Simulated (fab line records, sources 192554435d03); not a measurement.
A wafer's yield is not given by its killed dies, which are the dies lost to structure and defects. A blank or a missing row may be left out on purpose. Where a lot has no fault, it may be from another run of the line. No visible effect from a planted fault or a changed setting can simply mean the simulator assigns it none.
Matching of chambers | flow n5Finfet | aldMetal-04 running N5_HKMG_FIN_ALD_79: 4 sister chambers
The step deposits TiN, target thk 1.5 nm, pulse time 1 s, purge time 3 s. 8 wafers are shown with their chamber, then 11 later ones without.

## EACH WAFER AND ITS CHAMBER
wafer  | chamber | heaterPowerW (W) | precursorPulseHeightRel
L079.1 | 1       | 939              | 0.993
L080.2 | 1       | 909              | 1.004
L080.3 | 0       | 825              | 1.012
L080.4 | 3       | 1117             | 0.980
L086.2 | 2       | 760              | 0.995
L086.4 | 3       | 1121             | 1.007
L086.6 | 2       | 757              | 1.012
L088.1 | 0       | 828              | 0.980

## WAFERS WITHOUT THEIR CHAMBER
wafer  | heaterPowerW (W) | precursorPulseHeightRel
L088.2 | 912              | 1.022
L088.4 | 764              | 0.986
L089.2 | 792              | 1.014
L089.3 | 799              | 1.055
L089.5 | 826              | 1.000
L090.2 | 825              | 0.988
L090.3 | 1107             | 1.004
L090.4 | 742              | 1.001
L096.1 | 916              | 1.012
L096.2 | 760              | 1.073
L096.6 | 936              | 0.988

## THE CHAMBER EACH PASSED THROUGH
wafer  | from the rows above     | in truth
L088.2 | 1                       | 1
L088.4 | 2                       | 2
L089.2 | can't be placed: 2 or 0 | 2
L089.3 | can't be placed: 0 or 2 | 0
L089.5 | 0                       | 0
L090.2 | 0                       | 0
L090.3 | 3                       | 3
L090.4 | 2                       | 2
L096.1 | 1                       | 1
L096.2 | 2                       | 2
L096.6 | 1                       | 1
Correct placement for 9 of the 11. Cannot be placed on the basis of these rows: 2; the candidates contain the true chamber in 2. Wrongly placed: 0.
How it was worked out, from the rows above alone: a wafer's distance from a chamber is the root of the sum, over the readings, of the square of ((its reading less the chamber's mean) divided by the reading's scatter). The wafer belongs to the nearest chamber; if the next one is less than 2 further off, it can't be placed. A chamber's mean is the mean of its shown wafers. The scatter is the square root of a quotient: the sum, over the shown wafers, of each reading's squared deviation from its chamber's mean, divided by wafers minus chambers.
